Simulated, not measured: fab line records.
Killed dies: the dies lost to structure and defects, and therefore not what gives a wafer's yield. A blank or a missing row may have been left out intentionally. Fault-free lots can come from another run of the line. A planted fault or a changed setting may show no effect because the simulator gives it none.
Split-lot trial | flow n5 finfet | 39 wafers read from 7 lots, route of 1938 steps

== ON THE SPLIT ==
At N5_BEOL_M11_ETCH_62 (etches SOC in N2/H2, target depth 110 nm, overetch 22 nm, time 165 s), the setting time s was moved away from the recipe's 165 s on 15 of the 39 wafers read, by -43.8% to +50.2%. The other wafers ran this setting at the recipe's value.

== FROM THE SPLIT TO THE READING: what the file shows between them, 2 steps ==
- N5_BEOL_M11_STRIP_68: strips in N2/H2
- N5_BEOL_M11_STRIP_67: strips in CF4

== THE READING ==
BEOL_M11.cd offset nm (the simulator's own value, which no gauge read), in nm, at N5_BEOL_M11_HM_OPEN_17 (chemistry Cl2/BCl3, target TiN, target depth 20 nm, overetch 6 nm). The file gives no usual value for it. Here, 24 wafers ran the recipe; their average is -0.0 nm with a standard deviation of 0.4 nm.

wafer  | tool, chamber at the split | time s as run, s | against the recipe | BEOL_M11.cd offset nm, nm | against lot-mates on the recipe
L076.1 | rie diel-03, 0             | 165              | recipe             | -0.4                      | -
L076.2 | rie diel-03, 3             | 211.5            | +28.2%             | 1                         | +1.7
L076.3 | rie diel-03, 2             | 165              | recipe             | -0.8                      | -
L076.4 | rie diel-03, 1             | 211.5            | +28.2%             | 0.2                       | +0.9
L076.5 | rie diel-03, 3             | 211.5            | +28.2%             | 0.4                       | +1.1
L076.6 | rie diel-03, 2             | 165              | recipe             | -0.8                      | -
L080.1 | rie diel-02, 1             | 247.9            | +50.2%             | 1.8                       | +1.5
L080.2 | rie diel-02, 0             | 165              | recipe             | 0.6                       | -
L080.3 | rie diel-02, 2             | 165              | recipe             | 0.4                       | -
L080.4 | rie diel-02, 3             | 247.9            | +50.2%             | 1.6                       | +1.3
L080.5 | rie diel-02, 1             | 165              | recipe             | 0                         | -
L080.6 | rie diel-02, 2             | 247.9            | +50.2%             | 2                         | +1.7
L081.1 | rie diel-02, 0             | 101.8            | -38.3%             | -1.2                      | -1.2
L081.2 | rie diel-02, 2             | 165              | recipe             | -0.2                      | -
L081.3 | rie diel-02, 3             | 165              | recipe             | 0                         | -
L081.4 | rie diel-02, 1             | 165              | recipe             | 0.2                       | -
L081.5 | rie diel-02, 1             | 101.8            | -38.3%             | -1                        | -1.0
L081.6 | rie diel-02, 2             | 101.8            | -38.3%             | -1                        | -1.0
L082.1 | rie diel-02, 1             | 165              | recipe             | 0.4                       | -
L082.2 | rie diel-02, 2             | 165              | recipe             | -0.2                      | -
L082.3 | rie diel-02, 3             | 165              | recipe             | 0                         | -
L082.4 | rie diel-02, 0             | 165              | recipe             | -0.6                      | -
L082.5 | rie diel-02, 2             | 165              | recipe             | 0                         | -
L082.6 | rie diel-02, 1             | 165              | recipe             | -0.4                      | -
L086.1 | rie diel-03, 1             | 165              | recipe             | 0.6                       | -
L086.5 | rie diel-03, 1             | 165              | recipe             | 0                         | -
L086.6 | rie diel-03, 2             | 165              | recipe             | 0.4                       | -
L088.1 | rie diel-02, 3             | 134              | -18.8%             | 0.4                       | +0.1
L088.2 | rie diel-02, 0             | 134              | -18.8%             | 0                         | -0.3
L088.3 | rie diel-02, 1             | 165              | recipe             | 0                         | -
L088.4 | rie diel-02, 2             | 165              | recipe             | 0.4                       | -
L088.5 | rie diel-02, 1             | 134              | -18.8%             | -0.2                      | -0.5
L088.6 | rie diel-02, 0             | 165              | recipe             | 0.4                       | -
L096.1 | rie diel-03, 1             | 92.78            | -43.8%             | -1.2                      | -0.9
L096.2 | rie diel-03, 0             | 92.78            | -43.8%             | -1.4                      | -1.1
L096.3 | rie diel-03, 3             | 165              | recipe             | -0.4                      | -
L096.4 | rie diel-03, 2             | 92.78            | -43.8%             | -1.8                      | -1.5
L096.5 | rie diel-03, 1             | 165              | recipe             | 0                         | -
L096.6 | rie diel-03, 2             | 165              | recipe             | -0.4                      | -

THE FIT
A straight line over all 39 wafers: BEOL_M11.cd offset nm changes by +0.0297 nm for each +1% of time s; r = +0.86; the points scatter about the line by 0.42 nm.
The same after taking each lot's own level away (the mean of its wafers on the recipe; 39 wafers): +0.0292 nm for each +1%; r = +0.93; scatter 0.28 nm.
Per that fit: largest time s move, reading shift of 1.5 nm.
Across the lots, their own levels run from -0.67 to 0.33 nm, a range of 2.5 times the standard deviation given above.
Consequently the slope shifts little with the lot-to-lot level, the two slopes agreeing.
Check: for one of the wafers moved furthest among these (+50.2%), held out of the fit, the line's prediction against its lot-mates is +1.55 nm. It came out at +1.47 nm against them.

== THE WHOLE CHAIN: every reading that the file lists as answering this split, in the file's order ==
step                   | what it does                                                         | reading                                                                           | change (the file's fit)                                                             | r (the file's)
N5_BEOL_M11_ETCH_62    | etches SOC in N2/H2, target depth 110 nm, overetch 22 nm, time 165 s | etch.depth nm (the simulator's own value, which no gauge read)                    | not straight: 74.67 at the lowest setting, 99.8 at the recipe, 99.57 at the highest | not given
N5_BEOL_M11_ETCH_62    | etches SOC in N2/H2, target depth 110 nm, overetch 22 nm, time 165 s | SiARC_of_BEOL_M11_COAT_60.thk nm (the simulator's own value, which no gauge read) | -0.0655 nm for each +1% of the setting                                              | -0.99
N5_BEOL_M11_ETCH_62    | etches SOC in N2/H2, target depth 110 nm, overetch 22 nm, time 165 s | BEOL_M11.cd offset nm (the simulator's own value, which no gauge read)            | +0.0301 nm for each +1% of the setting                                              | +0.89
N5_BEOL_M11_HM_OPEN_17 | chemistry Cl2/BCl3, target TiN, target depth 20 nm, overetch 6 nm    | oes product au                                                                    | not straight: 0.28 at the lowest setting, 0.69 at the recipe, 0.50 at the highest   | not given
N5_BEOL_M11_HM_OPEN_17 | chemistry Cl2/BCl3, target TiN, target depth 20 nm, overetch 6 nm    | BEOL_M11.cd offset nm (the simulator's own value, which no gauge read)            | +0.029 nm for each +1% of the setting                                               | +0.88

== THE FILE'S OWN FIT ==
BEOL_M11.cd offset nm changes by +0.029 nm for each +1% of time s, r = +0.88.
